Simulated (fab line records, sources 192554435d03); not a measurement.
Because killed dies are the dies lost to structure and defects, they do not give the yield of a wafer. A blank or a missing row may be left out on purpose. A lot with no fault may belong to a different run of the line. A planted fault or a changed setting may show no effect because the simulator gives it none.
Chamber matching | flow n5 finfet | rie diel-02 running N5_BEOL_M0_SAQP_DESCUM_19: 4 sister chambers
The step chemistry O2, time 7.9 s. 18 wafers are shown with their chamber, then 9 later ones without.

## WAFERS WITH THEIR CHAMBER
wafer  | chamber | throttle valve pct (%) | showerhead plenum p Torr (Torr) | drypump motor current A (A)
L074.1 | 3       | 20.76                  | 2.00                            | 5.0
L074.3 | 1       | 20.16                  | 2.05                            | 6.0
L074.5 | 0       | 20.63                  | 2.07                            | 5.9
L078.2 | 3       | 20.79                  | 2.00                            | 5.0
L078.4 | 1       | 20.17                  | 2.04                            | 5.9
L078.5 | 2       | 19.97                  | 2.04                            | 5.8
L080.1 | 3       | 20.77                  | 2.00                            | 5.1
L080.2 | 2       | 19.96                  | 2.04                            | 5.8
L080.6 | 3       | 20.76                  | 2.00                            | 5.0
L081.2 | 3       | 20.79                  | 2.00                            | 5.1
L081.4 | 2       | 19.98                  | 2.04                            | 5.8
L081.5 | 1       | 20.18                  | 2.04                            | 5.9
L082.2 | 2       | 19.99                  | 2.04                            | 5.8
L082.4 | 3       | 20.77                  | 2.00                            | 5.1
L082.6 | 1       | 20.18                  | 2.04                            | 5.9
L086.1 | 0       | 20.66                  | 2.06                            | 6.0
L086.2 | 2       | 20.00                  | 2.04                            | 5.7
L086.5 | 2       | 19.98                  | 2.04                            | 5.8

SIGNATURES (averages over the wafers above)
reading                  | chamber 0 | chamber 1 | chamber 2 | chamber 3 | scatter within a chamber
throttle valve pct       | 20.6450   | 20.1725   | 19.9800   | 20.7733   | 0.0138
showerhead plenum p Torr | 2.0650    | 2.0425    | 2.0400    | 2.0000    | 0.00299
drypump motor current A  | 5.950     | 5.925     | 5.783     | 5.050     | 0.0506
Rule: a wafer lies at a distance from a chamber equal to the root of the sum of squares, over the readings, of (its reading less the chamber's mean, divided by the reading's scatter). The wafer belongs to the nearest chamber; if the next one is less than 2 further off, it can't be placed. The scatter: take each reading less its chamber's mean, square it, sum over the shown wafers, divide by the number of wafers less the number of chambers, and take the root.

## WAFERS WITH NO CHAMBER GIVEN
wafer  | throttle valve pct (%) | showerhead plenum p Torr (Torr) | drypump motor current A (A)
L089.2 | 19.99                  | 2.04                            | 5.8
L089.4 | 20.68                  | 2.06                            | 6.0
L089.6 | 20.79                  | 2.00                            | 5.0
L092.2 | 20.00                  | 2.04                            | 5.8
L092.5 | 20.81                  | 1.99                            | 5.0
L092.6 | 20.01                  | 2.04                            | 5.8
L097.1 | 20.21                  | 2.03                            | 5.9
L097.4 | 20.69                  | 2.06                            | 5.9
L097.5 | 20.21                  | 2.03                            | 5.9

## WHICH CHAMBER EACH WENT THROUGH
wafer  | from the rows above | in truth
L089.2 | 2                   | 2
L089.4 | 0                   | 0
L089.6 | 3                   | 3
L092.2 | 2                   | 2
L092.5 | 3                   | 3
L092.6 | 2                   | 2
L097.1 | 1                   | 1
L097.4 | 0                   | 0
L097.5 | 1                   | 1
9 of 9 placed correctly. Can't be placed from these rows: 0. Wrongly placed: 0.
